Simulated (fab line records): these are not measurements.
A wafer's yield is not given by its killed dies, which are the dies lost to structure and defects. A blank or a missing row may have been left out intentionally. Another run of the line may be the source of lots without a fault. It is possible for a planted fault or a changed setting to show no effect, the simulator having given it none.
Which tool is to blame? / flow n5 finfet / Sampling: 9 lots, 27 wafers, 4 of 1938 route steps

## WHAT EACH GAUGE READ, for each wafer
N5_BEOL_M9_OCD_MEAS_38.
lot=L726; measured=day 9 12:14; on=ocd-01; trench depth nm (nm)=149 154 150
lot=L727; measured=day 10 04:04; on=ocd-02; trench depth nm (nm)=151 151 152
lot=L729; measured=day 10 16:31; on=ocd-02; trench depth nm (nm)=149 147 150
lot=L732; measured=day 11 08:33; on=ocd-02; trench depth nm (nm)=157 148 158
lot=L735; measured=day 12 07:34; on=ocd-02; trench depth nm (nm)=154 152 150
lot=L737; measured=day 12 08:02; on=ocd-02; trench depth nm (nm)=150 150 148
lot=L740; measured=day 13 15:22; on=ocd-01; trench depth nm (nm)=150 150 152
lot=L742; measured=day 14 02:17; on=ocd-01; trench depth nm (nm)=153 148 155
lot=L744; measured=day 14 12:23; on=ocd-01; trench depth nm (nm)=146 153 131

## WHICH TOOL RAN EACH LOT (tool, then ch and the chambers of the sampled wafers, then the start)
lot=L726; N5_BEOL_M9_ETCH_76=rie diel-04 ch 1,2, day 9 11:48; N5_BEOL_M9_TRENCH_ETCH_37=rie diel-04 ch 1,2, day 9 12:03; N5_BEOL_M9_STRIP_80=rie diel-04 ch 1,2, day 9 12:14 or earlier
lot=L727; N5_BEOL_M9_ETCH_76=rie diel-04 ch 0,3, day 10 03:38; N5_BEOL_M9_TRENCH_ETCH_37=rie diel-04 ch 0,3, day 10 03:53; N5_BEOL_M9_STRIP_80=rie diel-04 ch 0,3, day 10 04:04 or earlier
lot=L729; N5_BEOL_M9_ETCH_76=rie diel-04 ch 0,2,3, day 10 16:05; N5_BEOL_M9_TRENCH_ETCH_37=rie diel-04 ch 0,2,3, day 10 16:20; N5_BEOL_M9_STRIP_80=rie diel-04 ch 0,2,3, day 10 16:31 or earlier
lot=L732; N5_BEOL_M9_ETCH_76=rie diel-01 ch 0,3, day 11 08:08; N5_BEOL_M9_TRENCH_ETCH_37=rie diel-01 ch 0,3, day 11 08:22; N5_BEOL_M9_STRIP_80=rie diel-01 ch 0,3, day 11 08:33 or earlier
lot=L735; N5_BEOL_M9_ETCH_76=rie diel-04 ch 0,1,2, day 12 07:08; N5_BEOL_M9_TRENCH_ETCH_37=rie diel-04 ch 0,1,2, day 12 07:23; N5_BEOL_M9_STRIP_80=rie diel-04 ch 0,1,2, day 12 07:34 or earlier
lot=L737; N5_BEOL_M9_ETCH_76=rie diel-03 ch 1,2, day 12 07:37; N5_BEOL_M9_TRENCH_ETCH_37=rie diel-03 ch 1,2, day 12 07:52; N5_BEOL_M9_STRIP_80=rie diel-03 ch 1,2, day 12 08:02 or earlier
lot=L740; N5_BEOL_M9_ETCH_76=rie diel-04 ch 0,2, day 13 14:56; N5_BEOL_M9_TRENCH_ETCH_37=rie diel-04 ch 0,2, day 13 15:11; N5_BEOL_M9_STRIP_80=rie diel-04 ch 0,2, day 13 15:22 or earlier
lot=L742; N5_BEOL_M9_ETCH_76=rie diel-01 ch 0,1,2, day 14 01:52; N5_BEOL_M9_TRENCH_ETCH_37=rie diel-01 ch 0,1,2, day 14 02:07; N5_BEOL_M9_STRIP_80=rie diel-01 ch 0,1,2, day 14 02:17 or earlier
lot=L744; N5_BEOL_M9_ETCH_76=rie diel-01 ch 0,2,3, day 14 11:58; N5_BEOL_M9_TRENCH_ETCH_37=rie diel-01 ch 0,2,3, day 14 12:13; N5_BEOL_M9_STRIP_80=rie diel-01 ch 0,2,3, day 14 12:23 or earlier
- N5_BEOL_M9_ETCH_76: etches underlayer in N2/H2, target depth 6.5 nm, time 5.2 s.
- N5_BEOL_M9_TRENCH_ETCH_37: etches SiCOH lowk in C4F6/O2, target depth 151.43 nm, time 49 s.
- N5_BEOL_M9_STRIP_80: strips in N2/H2, time 10 s.

## THE ANSWER, worked out from the rows above alone
Rule: usual is defined by the lots themselves. Put in order of their means at a reading, lots are off if they are a third of the lots or fewer, leave a main group of 4 or more, and stand apart from it by a gap of 3 or more times the standard deviation of the main group's means; of several such gaps the widest counts. A main group whose means are all the same, to the digits that the tables above print for the reading, isn't used. A lot without any number at a reading at which 4 lots or more have one is off too. The other lots that the step has rows for count as sound.
Off at N5_BEOL_M9_OCD_MEAS_38 (trench depth nm): L744. Main group: mean 151 nm, sd 1.6.
If a tool, at a process step before that reading, ran all the lots that are off and no sound lot after the first of them, it fits. The gauges at N5_BEOL_M9_OCD_MEAS_38 are tried like those tools. Because N5_BEOL_M9_STRIP_80 lacks a start for some lots, the hours and order of its lots are taken from N5_BEOL_M9_OCD_MEAS_38. Undecided on this evidence; 2 tools fit (rie diel-01 at N5_BEOL_M9_ETCH_76 and N5_BEOL_M9_TRENCH_ETCH_37 and N5_BEOL_M9_STRIP_80, ocd-01 at N5_BEOL_M9_OCD_MEAS_38).

## WHAT THE SIMULATOR PUT IN
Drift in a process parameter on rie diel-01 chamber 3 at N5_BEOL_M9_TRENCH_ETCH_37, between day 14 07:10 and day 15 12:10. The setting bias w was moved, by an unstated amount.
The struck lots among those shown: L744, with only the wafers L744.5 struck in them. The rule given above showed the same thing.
